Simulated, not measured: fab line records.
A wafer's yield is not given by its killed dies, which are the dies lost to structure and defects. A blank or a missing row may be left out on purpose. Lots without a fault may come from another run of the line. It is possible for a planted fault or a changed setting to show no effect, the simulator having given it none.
The tool behind it: which one? / flow n5Finfet / 43 wafers from 15 lots sampled at 5 of the route's 1938 steps

## WHAT EACH GAUGE READ, for each wafer
N5_BEOL_M4_RC_MEAS_101. Usual: DIBL_N 37.1 mV/V, standard deviation 1.9; DIBL_P 37.2 mV/V, standard deviation 2.3; IOFF_N 0.18 nA/um, standard deviation 0.04; IOFF_P 0.23 nA/um, standard deviation 0.044; ION_N 682 uA/um, standard deviation 11; ION_P 468 uA/um, standard deviation 8.6; SS_N 71.9 mV/dec, standard deviation 0.68; SS_P 73.5 mV/dec, standard deviation 0.74; VT_N 248 mV, standard deviation 3.4; VT_P -248 mV, standard deviation 3.4.
lot=L294; measured=day 8 02:15; on=prober-02; DIBL_N (mV/V)=39.1 36.4 38.4; DIBL_P (mV/V)=38.0 34.9 36.1; IOFF_N (nA/um)=0.19 0.14 0.16; IOFF_P (nA/um)=0.24 0.20 0.22; ION_N (uA/um)=673 675 668; ION_P (uA/um)=463 468 461; SS_N (mV/dec)=72.1 71.3 72.4; SS_P (mV/dec)=74.4 73.4 73.8; VT_N (mV)=250 251 248; VT_P (mV)=-250 -251 -249; flag=
lot=L295; measured=day 8 23:04; on=prober-02; DIBL_N (mV/V)=33.6 35.1 34.7; DIBL_P (mV/V)=34.6 36.4 36.5; IOFF_N (nA/um)=0.13 0.16 0.15; IOFF_P (nA/um)=0.19 0.22 0.22; ION_N (uA/um)=662 683 676; ION_P (uA/um)=461 468 475; SS_N (mV/dec)=71.1 71.5 71.6; SS_P (mV/dec)=73.4 74.3 73.2; VT_N (mV)=254 251 252; VT_P (mV)=-249 -245 -249; flag=
lot=L297; measured=day 8 22:40; on=prober-01; DIBL_N (mV/V)=36.9 37.0 34.1; DIBL_P (mV/V)=36.5 37.8 34.2; IOFF_N (nA/um)=0.16 0.17 0.12; IOFF_P (nA/um)=0.24 0.28 0.20; ION_N (uA/um)=675 681 673; ION_P (uA/um)=468 473 469; SS_N (mV/dec)=72.0 72.5 70.9; SS_P (mV/dec)=73.9 74.3 72.2; VT_N (mV)=249 250 253; VT_P (mV)=-244 -245 -248; flag=
lot=L298; measured=day 9 00:59; on=prober-01; DIBL_N (mV/V)=40.9 38.7 39.4; DIBL_P (mV/V)=38.9 35.7 37.6; IOFF_N (nA/um)=0.24 0.19 0.19; IOFF_P (nA/um)=0.29 0.22 0.25; ION_N (uA/um)=696 677 678; ION_P (uA/um)=474 460 463; SS_N (mV/dec)=72.2 71.5 71.9; SS_P (mV/dec)=73.9 72.8 73.9; VT_N (mV)=242 246 248; VT_P (mV)=-246 -248 -248; flag=
lot=L300; measured=day 9 06:25; on=prober-02; DIBL_N (mV/V)=32.9 35.6 34.9; DIBL_P (mV/V)=33.4 35.8 34.8; IOFF_N (nA/um)=0.11 0.16 0.15; IOFF_P (nA/um)=0.16 0.19 0.17; ION_N (uA/um)=660 679 670; ION_P (uA/um)=455 461 460; SS_N (mV/dec)=70.7 71.8 72.0; SS_P (mV/dec)=72.0 72.5 72.5; VT_N (mV)=254 248 249; VT_P (mV)=-254 -252 -254; flag=
lot=L301; measured=day 9 20:41; on=prober-01; DIBL_N (mV/V)=35.0 37.0; DIBL_P (mV/V)=34.4 37.8; IOFF_N (nA/um)=0.14 0.20; IOFF_P (nA/um)=0.19 0.26; ION_N (uA/um)=672 694; ION_P (uA/um)=466 481; SS_N (mV/dec)=71.7 71.6; SS_P (mV/dec)=72.6 73.7; VT_N (mV)=250 244; VT_P (mV)=-251 -244; flag=
lot=L303; measured=day 10 10:13; on=prober-01; DIBL_N (mV/V)=36.6 34.3 34.6; DIBL_P (mV/V)=38.5 37.1 35.9; IOFF_N (nA/um)=0.17 0.14 0.14; IOFF_P (nA/um)=0.20 0.18 0.17; ION_N (uA/um)=685 676 675; ION_P (uA/um)=461 461 456; SS_N (mV/dec)=71.6 70.7 71.0; SS_P (mV/dec)=74.0 73.0 72.0; VT_N (mV)=249 254 251; VT_P (mV)=-254 -251 -255; flag=
lot=L304; measured=day 10 19:17; on=prober-02; DIBL_N (mV/V)=38.6 39.9 34.0; DIBL_P (mV/V)=40.8 42.4 34.9; IOFF_N (nA/um)=0.19 0.22 0.12; IOFF_P (nA/um)=0.26 0.29 0.18; ION_N (uA/um)=694 702 671; ION_P (uA/um)=468 486 468; SS_N (mV/dec)=72.2 71.9 70.4; SS_P (mV/dec)=74.1 75.0 72.1; VT_N (mV)=248 246 254; VT_P (mV)=-250 -244 -251; flag=
lot=L305; measured=day 11 07:41; on=prober-01; DIBL_N (mV/V)=39.4 37.2 39.0; DIBL_P (mV/V)=41.0 37.9 41.0; IOFF_N (nA/um)=0.24 0.19 0.24; IOFF_P (nA/um)=0.35 0.27 0.34; ION_N (uA/um)=692 693 710; ION_P (uA/um)=477 473 485; SS_N (mV/dec)=72.1 71.9 73.3; SS_P (mV/dec)=74.1 74.3 74.0; VT_N (mV)=243 245 242; VT_P (mV)=-243 -247 -242; flag=
lot=L309; measured=day 11 21:11; on=prober-01; DIBL_N (mV/V)=40.2 37.6 39.0; DIBL_P (mV/V)=42.0 39.5 39.6; IOFF_N (nA/um)=0.26 0.20 0.22; IOFF_P (nA/um)=0.30 0.26 0.25; ION_N (uA/um)=697 687 681; ION_P (uA/um)=471 465 455; SS_N (mV/dec)=73.5 72.0 72.6; SS_P (mV/dec)=74.6 74.1 74.0; VT_N (mV)=244 246 246; VT_P (mV)=-245 -248 -247; flag=
lot=L312; measured=day 12 12:32; on=prober-01; DIBL_N (mV/V)=36.9 37.8; DIBL_P (mV/V)=35.7 35.7; IOFF_N (nA/um)=0.17 0.19; IOFF_P (nA/um)=0.18 0.19; ION_N (uA/um)=666 670; ION_P (uA/um)=444 452; SS_N (mV/dec)=73.2 73.0; SS_P (mV/dec)=73.4 73.2; VT_N (mV)=250 251; VT_P (mV)=-256 -253; flag=
lot=L316; measured=day 13 09:58; on=prober-02; DIBL_N (mV/V)=36.4 36.8 37.0; DIBL_P (mV/V)=36.7 36.7 37.2; IOFF_N (nA/um)=0.17 0.17 0.18; IOFF_P (nA/um)=0.21 0.22 0.23; ION_N (uA/um)=672 671 675; ION_P (uA/um)=459 454 460; SS_N (mV/dec)=71.2 72.2 71.9; SS_P (mV/dec)=73.0 73.5 73.8; VT_N (mV)=248 248 247; VT_P (mV)=-252 -250 -250; flag=

## WHICH TOOL RAN EACH LOT (tool, then ch and the chambers of the sampled wafers, then the start)
lot=L294; N5_GATE_CUT_ETCH_36=rieDiel-06 ch 1,3, day 4 22:13; N5_GATE_CUT_ETCH_47=rieMetal-01 ch 0,1, day 4 22:42; N5_GATE_CUT_CMP_43=cmp-04 ch 0,1,3, day 5 02:34; N5_GATE_CUT_CMP_61=cmp-04 ch 0,1,3, day 5 03:02
lot=L295; N5_GATE_CUT_ETCH_36=rieDiel-04 ch 0,1, day 5 01:53; N5_GATE_CUT_ETCH_47=rieMetal-02 ch 0,1, day 5 02:32; N5_GATE_CUT_CMP_43=cmp-02 ch 1,2,3, day 5 04:39; N5_GATE_CUT_CMP_61=cmp-02 ch 1,2,3, day 5 05:08
lot=L297; N5_GATE_CUT_ETCH_36=rieDiel-02 ch 1,2, day 5 13:33; N5_GATE_CUT_ETCH_47=rieMetal-01 ch 0,1, day 5 14:02; N5_GATE_CUT_CMP_43=cmp-04 ch 0,1,2, day 5 16:11; N5_GATE_CUT_CMP_61=cmp-04 ch 0,1,2, day 5 16:40
lot=L298; N5_GATE_CUT_ETCH_36=rieDiel-06 ch 1,2, day 5 19:02; N5_GATE_CUT_ETCH_47=rieMetal-02 ch 0, day 5 19:31; N5_GATE_CUT_CMP_43=cmp-02 ch 0,2,3, day 5 21:38; N5_GATE_CUT_CMP_61=cmp-02 ch 0,2,3, day 5 22:07
lot=L300; N5_GATE_CUT_ETCH_36=rieDiel-06 ch 1,2,3, day 6 05:52; N5_GATE_CUT_ETCH_47=rieMetal-03 ch 0,1, day 6 06:21; N5_GATE_CUT_CMP_43=cmp-02 ch 1,2,3, day 6 08:43; N5_GATE_CUT_CMP_61=cmp-02 ch 1,2,3, day 6 09:12
lot=L301; N5_GATE_CUT_ETCH_36=rieDiel-02 ch 1,3, day 6 11:52; N5_GATE_CUT_ETCH_47=rieMetal-02 ch 0,1, day 6 12:22; N5_GATE_CUT_CMP_43=cmp-01 ch 1,3, day 6 14:33; N5_GATE_CUT_CMP_61=cmp-01 ch 1,3, day 6 14:59
lot=L303; N5_GATE_CUT_ETCH_36=rieDiel-06 ch 0,3, day 7 04:08; N5_GATE_CUT_ETCH_47=rieMetal-01 ch 0,1, day 7 04:37; N5_GATE_CUT_CMP_43=cmp-02 ch 0,2,3, day 7 07:06; N5_GATE_CUT_CMP_61=cmp-02 ch 0,2,3, day 7 07:26
lot=L304; N5_GATE_CUT_ETCH_36=rieDiel-06 ch 0,1, day 7 09:11; N5_GATE_CUT_ETCH_47=rieMetal-03 ch 0,1, day 7 09:45; N5_GATE_CUT_CMP_43=cmp-02 ch 0,3, day 7 11:56; N5_GATE_CUT_CMP_61=cmp-02 ch 0,3, day 7 12:22
lot=L305; N5_GATE_CUT_ETCH_36=rieDiel-04 ch 0,1,3, day 7 17:52; N5_GATE_CUT_ETCH_47=rieMetal-03 ch 0,1, day 7 18:22; N5_GATE_CUT_CMP_43=cmp-01 ch 1,2,3, day 7 20:47; N5_GATE_CUT_CMP_61=cmp-01 ch 1,2,3, day 7 21:16
lot=L306; N5_GATE_CUT_ETCH_36=rieDiel-04 ch 1,2,3, day 7 20:32; N5_GATE_CUT_ETCH_47=rieMetal-02 ch 0,1, day 7 21:01; N5_GATE_CUT_CMP_43=cmp-02 ch 0,2,3, day 7 23:23; N5_GATE_CUT_CMP_61=cmp-02 ch 0,2,3, day 7 23:46
lot=L307; N5_GATE_CUT_ETCH_36=rieDiel-04 ch 0,1,3, day 7 22:52; N5_GATE_CUT_ETCH_47=rieMetal-02 ch 0,1, day 7 23:21; N5_GATE_CUT_CMP_43=cmp-01 ch 0,1,2, day 8 01:48; N5_GATE_CUT_CMP_61=cmp-01 ch 0,1,2, day 8 02:17
lot=L308; N5_GATE_CUT_ETCH_36=rieDiel-02 ch 0,2, day 8 06:08; N5_GATE_CUT_ETCH_47=rieMetal-01 ch 0,1, day 8 06:37; N5_GATE_CUT_CMP_43=cmp-02 ch 0,1, day 8 08:44; N5_GATE_CUT_CMP_61=cmp-02 ch 0,1, day 8 09:13
lot=L309; N5_GATE_CUT_ETCH_36=rieDiel-04 ch 0,1,2, day 8 14:52; N5_GATE_CUT_ETCH_47=rieMetal-01 ch 0,1, day 8 15:22; N5_GATE_CUT_CMP_43=cmp-04 ch 2,3, day 8 17:46; N5_GATE_CUT_CMP_61=cmp-04 ch 2,3, day 8 18:15
lot=L312; N5_GATE_CUT_ETCH_36=rieDiel-06 ch 0,1, day 9 06:40; N5_GATE_CUT_ETCH_47=rieMetal-01 ch 0,1, day 9 07:10; N5_GATE_CUT_CMP_43=cmp-01 ch 1,3, day 9 09:23; N5_GATE_CUT_CMP_61=cmp-01 ch 1,3, day 9 09:49
lot=L316; N5_GATE_CUT_ETCH_36=rieDiel-06 ch 0,1, day 10 07:13; N5_GATE_CUT_ETCH_47=rieMetal-03 ch 0,1, day 10 07:43; N5_GATE_CUT_CMP_43=cmp-04 ch 2,3, day 10 09:49; N5_GATE_CUT_CMP_61=cmp-04 ch 2,3, day 10 10:18
- N5_GATE_CUT_ETCH_36: etches SiARC in CF4, target depth 13 nm, time 21.7 s.
- N5_GATE_CUT_ETCH_47: etches SiO2 in Cl2/BCl3, target depth 10 nm.
- N5_GATE_CUT_CMP_43: polishes SiO2.
- N5_GATE_CUT_CMP_61: polishes, stops on SiNx, t overpolish 3 s.

## WHAT THE TOOLS THEMSELVES READ (means of the sampled wafers that have a number; where no wafer has one, the mark that the record gives instead)
N5_GATE_CUT_ETCH_36. Usual: drypumpMotorCurrentA 5.8 A, standard deviation 0.36; etchRfOnTimeS 21.8 s, standard deviation 0.53; oesProductAu 0.69 a.u., standard deviation 0.068; rfVppV 184.2 V, standard deviation 1.4; showerheadPlenumPTorr 2.16 Torr, standard deviation 0.083; throttleValvePct 15.52 %, standard deviation 0.23.
lot=L294; tool=rieDiel-06; drypumpMotorCurrentA (A)=6.0; etchRfOnTimeS (s)=21.6; oesProductAu (a.u.)=0.74; rfVppV (V)=183.7; showerheadPlenumPTorr (Torr)=2.14; throttleValvePct (%)=15.30; flag=
lot=L295; tool=rieDiel-04; drypumpMotorCurrentA (A)=5.5; etchRfOnTimeS (s)=22.3; oesProductAu (a.u.)=0.60; rfVppV (V)=183.9; showerheadPlenumPTorr (Torr)=2.13; throttleValvePct (%)=15.68; flag=
lot=L297; tool=rieDiel-02; drypumpMotorCurrentA (A)=5.9; etchRfOnTimeS (s)=21.8; oesProductAu (a.u.)=0.76; rfVppV (V)=185.0; showerheadPlenumPTorr (Torr)=2.21; throttleValvePct (%)=15.41; flag=
lot=L298; tool=rieDiel-06; drypumpMotorCurrentA (A)=6.1; etchRfOnTimeS (s)=21.5; oesProductAu (a.u.)=0.75; rfVppV (V)=183.7; showerheadPlenumPTorr (Torr)=2.15; throttleValvePct (%)=15.27; flag=
lot=L300; tool=rieDiel-06; drypumpMotorCurrentA (A)=5.9; etchRfOnTimeS (s)=21.9; oesProductAu (a.u.)=0.71; rfVppV (V)=185.3; showerheadPlenumPTorr (Torr)=2.19; throttleValvePct (%)=15.34; flag=
lot=L301; tool=rieDiel-02; drypumpMotorCurrentA (A)=5.8; etchRfOnTimeS (s)=21.3; oesProductAu (a.u.)=0.77; rfVppV (V)=185.2; showerheadPlenumPTorr (Torr)=2.27; throttleValvePct (%)=15.21; flag=
lot=L303; tool=rieDiel-06; drypumpMotorCurrentA (A)=5.6; etchRfOnTimeS (s)=22.4; oesProductAu (a.u.)=0.63; rfVppV (V)=182.9; showerheadPlenumPTorr (Torr)=2.10; throttleValvePct (%)=15.62; flag=
lot=L304; tool=rieDiel-06; drypumpMotorCurrentA (A)=5.8; etchRfOnTimeS (s)=22.2; oesProductAu (a.u.)=0.66; rfVppV (V)=183.2; showerheadPlenumPTorr (Torr)=2.06; throttleValvePct (%)=15.54; flag=
lot=L305; tool=rieDiel-04; drypumpMotorCurrentA (A)=5.7; etchRfOnTimeS (s)=21.8; oesProductAu (a.u.)=0.73; rfVppV (V)=184.0; showerheadPlenumPTorr (Torr)=2.13; throttleValvePct (%)=15.51; flag=
lot=L306; tool=rieDiel-04; drypumpMotorCurrentA (A)=5.6; etchRfOnTimeS (s)=21.7; oesProductAu (a.u.)=0.69; rfVppV (V)=184.2; showerheadPlenumPTorr (Torr)=2.13; throttleValvePct (%)=15.66; flag=
lot=L307; tool=rieDiel-04; drypumpMotorCurrentA (A)=5.7; etchRfOnTimeS (s)=22.0; oesProductAu (a.u.)=0.73; rfVppV (V)=184.0; showerheadPlenumPTorr (Torr)=2.13; throttleValvePct (%)=15.51; flag=
lot=L308; tool=rieDiel-02; drypumpMotorCurrentA (A)=6.0; etchRfOnTimeS (s)=21.3; oesProductAu (a.u.)=0.67; rfVppV (V)=184.6; showerheadPlenumPTorr (Torr)=2.13; throttleValvePct (%)=15.84; flag=
lot=L309; tool=rieDiel-04; drypumpMotorCurrentA (A)=5.5; etchRfOnTimeS (s)=21.8; oesProductAu (a.u.)=0.70; rfVppV (V)=183.5; showerheadPlenumPTorr (Torr)=2.10; throttleValvePct (%)=15.54; flag=
lot=L312; tool=rieDiel-06; drypumpMotorCurrentA (A)=5.9; etchRfOnTimeS (s)=22.0; oesProductAu (a.u.)=0.67; rfVppV (V)=182.7; showerheadPlenumPTorr (Torr)=2.06; throttleValvePct (%)=15.49; flag=
lot=L316; tool=rieDiel-06; drypumpMotorCurrentA (A)=6.0; etchRfOnTimeS (s)=21.8; oesProductAu (a.u.)=0.68; rfVppV (V)=183.4; showerheadPlenumPTorr (Torr)=2.07; throttleValvePct (%)=15.45; flag=

N5_GATE_CUT_ETCH_47. Usual: drypumpMotorCurrentA 6.0 A, standard deviation 0.49; mfcCl2Sccm 53.25 sccm, standard deviation 0.17; oesProductAu 0.71 a.u., standard deviation 0.1; throttleValvePct 22.92 %, standard deviation 0.28.
lot=L294; tool=rieMetal-01; drypumpMotorCurrentA (A)=6.5; mfcCl2Sccm (sccm)=53.18; oesProductAu (a.u.)=0.67; throttleValvePct (%)=23.09; flag=
lot=L295; tool=rieMetal-02; drypumpMotorCurrentA (A)=5.7; mfcCl2Sccm (sccm)=53.17; oesProductAu (a.u.)=0.75; throttleValvePct (%)=22.85; flag=
lot=L297; tool=rieMetal-01; drypumpMotorCurrentA (A)=6.4; mfcCl2Sccm (sccm)=53.15; oesProductAu (a.u.)=0.73; throttleValvePct (%)=22.90; flag=
lot=L298; tool=rieMetal-02; drypumpMotorCurrentA (A)=6.0; mfcCl2Sccm (sccm)=53.32; oesProductAu (a.u.)=0.81; throttleValvePct (%)=22.76; flag=
lot=L300; tool=rieMetal-03; drypumpMotorCurrentA (A)=5.7; mfcCl2Sccm (sccm)=53.09; oesProductAu (a.u.)=0.78; throttleValvePct (%)=22.79; flag=
lot=L301; tool=rieMetal-02; drypumpMotorCurrentA (A)=5.5; mfcCl2Sccm (sccm)=53.26; oesProductAu (a.u.)=0.70; throttleValvePct (%)=22.91; flag=
lot=L303; tool=rieMetal-01; drypumpMotorCurrentA (A)=6.5; mfcCl2Sccm (sccm)=53.31; oesProductAu (a.u.)=0.66; throttleValvePct (%)=23.10; flag=
lot=L304; tool=rieMetal-03; drypumpMotorCurrentA (A)=5.8; mfcCl2Sccm (sccm)=53.39; oesProductAu (a.u.)=0.84; throttleValvePct (%)=22.58; flag=
lot=L305; tool=rieMetal-03; drypumpMotorCurrentA (A)=5.7; mfcCl2Sccm (sccm)=53.28; oesProductAu (a.u.)=0.84; throttleValvePct (%)=22.57; flag=
lot=L306; tool=rieMetal-02; drypumpMotorCurrentA (A)=5.7; mfcCl2Sccm (sccm)=53.26; oesProductAu (a.u.)=0.73; throttleValvePct (%)=22.87; flag=
lot=L307; tool=rieMetal-02; drypumpMotorCurrentA (A)=5.4; mfcCl2Sccm (sccm)=53.17; oesProductAu (a.u.)=0.65; throttleValvePct (%)=22.95; flag=
lot=L308; tool=rieMetal-01; drypumpMotorCurrentA (A)=6.4; mfcCl2Sccm (sccm)=53.11; oesProductAu (a.u.)=0.71; throttleValvePct (%)=22.91; flag=
lot=L309; tool=rieMetal-01; drypumpMotorCurrentA (A)=6.4; mfcCl2Sccm (sccm)=53.46; oesProductAu (a.u.)=0.70; throttleValvePct (%)=22.92; flag=
lot=L312; tool=rieMetal-01; drypumpMotorCurrentA (A)=6.5; mfcCl2Sccm (sccm)=53.19; oesProductAu (a.u.)=0.68; throttleValvePct (%)=23.02; flag=
lot=L316; tool=rieMetal-03; drypumpMotorCurrentA (A)=5.7; mfcCl2Sccm (sccm)=53.32; oesProductAu (a.u.)=0.76; throttleValvePct (%)=22.82; flag=

N5_GATE_CUT_CMP_43. Usual: edgeZonePressureFrac 0.999, standard deviation 0.005; motorCurrentA 11.8 A, standard deviation 1.3; padLifeWafers 1354, standard deviation 550.
lot=L294; tool=cmp-04; edgeZonePressureFrac=1.001; motorCurrentA (A)=11.6; padLifeWafers=404; flag=
lot=L295; tool=cmp-02; edgeZonePressureFrac=0.997; motorCurrentA (A)=12.5; padLifeWafers=1429; flag=
lot=L297; tool=cmp-04; edgeZonePressureFrac=0.998; motorCurrentA (A)=11.2; padLifeWafers=517; flag=
lot=L298; tool=cmp-02; edgeZonePressureFrac=0.997; motorCurrentA (A)=11.5; padLifeWafers=1573; flag=
lot=L300; tool=cmp-02; edgeZonePressureFrac=0.999; motorCurrentA (A)=12.3; padLifeWafers=1663; flag=
lot=L301; tool=cmp-01; edgeZonePressureFrac=0.995; motorCurrentA (A)=10.9; padLifeWafers=1406; flag=
lot=L303; tool=cmp-02; edgeZonePressureFrac=0.999; motorCurrentA (A)=11.5; padLifeWafers=1857; flag=
lot=L304; tool=cmp-02; edgeZonePressureFrac=0.999; motorCurrentA (A)=12.0; padLifeWafers=1885; flag=
lot=L305; tool=cmp-01; edgeZonePressureFrac=1.003; motorCurrentA (A)=12.4; padLifeWafers=1621; flag=
lot=L306; tool=cmp-02; edgeZonePressureFrac=-; motorCurrentA (A)=-; padLifeWafers=-; flag=OFF
lot=L307; tool=cmp-01; edgeZonePressureFrac=-; motorCurrentA (A)=-; padLifeWafers=-; flag=OFF
lot=L308; tool=cmp-02; edgeZonePressureFrac=-; motorCurrentA (A)=-; padLifeWafers=-; flag=OFF
lot=L309; tool=cmp-04; edgeZonePressureFrac=0.991; motorCurrentA (A)=11.1; padLifeWafers=1052; flag=
lot=L312; tool=cmp-01; edgeZonePressureFrac=0.996; motorCurrentA (A)=11.3; padLifeWafers=1940; flag=
lot=L316; tool=cmp-04; edgeZonePressureFrac=1.000; motorCurrentA (A)=11.4; padLifeWafers=1364; flag=

N5_GATE_CUT_CMP_61. Usual: edgeZonePressureFrac 1.000, standard deviation 0.0044; headPressurePsi 4.000 psi, standard deviation 0.0091; motorCurrentA 11.7 A, standard deviation 1.3; padLifeWafers 1360, standard deviation 550.
lot=L294; tool=cmp-04; edgeZonePressureFrac=1.001; headPressurePsi (psi)=4.006; motorCurrentA (A)=11.6; padLifeWafers=410; flag=
lot=L295; tool=cmp-02; edgeZonePressureFrac=1.003; headPressurePsi (psi)=4.000; motorCurrentA (A)=12.5; padLifeWafers=1435; flag=
lot=L297; tool=cmp-04; edgeZonePressureFrac=0.999; headPressurePsi (psi)=4.004; motorCurrentA (A)=11.0; padLifeWafers=523; flag=
lot=L298; tool=cmp-02; edgeZonePressureFrac=0.997; headPressurePsi (psi)=4.006; motorCurrentA (A)=11.5; padLifeWafers=1579; flag=
lot=L300; tool=cmp-02; edgeZonePressureFrac=0.998; headPressurePsi (psi)=3.999; motorCurrentA (A)=12.2; padLifeWafers=1669; flag=
lot=L301; tool=cmp-01; edgeZonePressureFrac=1.002; headPressurePsi (psi)=3.999; motorCurrentA (A)=10.8; padLifeWafers=1412; flag=
lot=L303; tool=cmp-02; edgeZonePressureFrac=0.998; headPressurePsi (psi)=4.000; motorCurrentA (A)=11.9; padLifeWafers=1863; flag=
lot=L304; tool=cmp-02; edgeZonePressureFrac=1.000; headPressurePsi (psi)=4.000; motorCurrentA (A)=12.0; padLifeWafers=1891; flag=
lot=L305; tool=cmp-01; edgeZonePressureFrac=0.996; headPressurePsi (psi)=3.997; motorCurrentA (A)=12.6; padLifeWafers=1627; flag=
lot=L306; tool=cmp-02; edgeZonePressureFrac=0.998; headPressurePsi (psi)=4.005; motorCurrentA (A)=11.4; padLifeWafers=1988; flag=
lot=L307; tool=cmp-01; edgeZonePressureFrac=1.002; headPressurePsi (psi)=4.011; motorCurrentA (A)=12.9; padLifeWafers=1675; flag=
lot=L308; tool=cmp-02; edgeZonePressureFrac=1.006; headPressurePsi (psi)=4.000; motorCurrentA (A)=12.2; padLifeWafers=2082; flag=
lot=L309; tool=cmp-04; edgeZonePressureFrac=1.001; headPressurePsi (psi)=4.002; motorCurrentA (A)=11.7; padLifeWafers=1058; flag=
lot=L312; tool=cmp-01; edgeZonePressureFrac=1.002; headPressurePsi (psi)=4.004; motorCurrentA (A)=10.4; padLifeWafers=1946; flag=
lot=L316; tool=cmp-04; edgeZonePressureFrac=1.000; headPressurePsi (psi)=4.007; motorCurrentA (A)=11.6; padLifeWafers=1370; flag=

## THE ANSWER, worked out from the rows above alone
Rule: take the mean of a lot's wafers that have a number; if it is more than 3 standard deviations from the usual mean, the lot is off. Also off: a lot with no number at a reading for which 4 or more lots have one. Where the step has rows for the other lots, those lots are counted as sound. After the gauges, taken in route order, come the tools' own readings; for these a lot's mean is taken, as printed above. The first step at which some lot is off is used, and at that step the reading that is off furthest; a lot without a number counts as furthest.
Off: L306, L307, L308 (N5_GATE_CUT_CMP_43, edgeZonePressureFrac). Without a number there: L306, L307, L308.
A tool fits if, at that step or a process step before it, it ran every lot that is off, and no sound lot after the first of them. Not one of the candidates tried fits.

## WHAT WAS PUT IN BY THE SIMULATOR
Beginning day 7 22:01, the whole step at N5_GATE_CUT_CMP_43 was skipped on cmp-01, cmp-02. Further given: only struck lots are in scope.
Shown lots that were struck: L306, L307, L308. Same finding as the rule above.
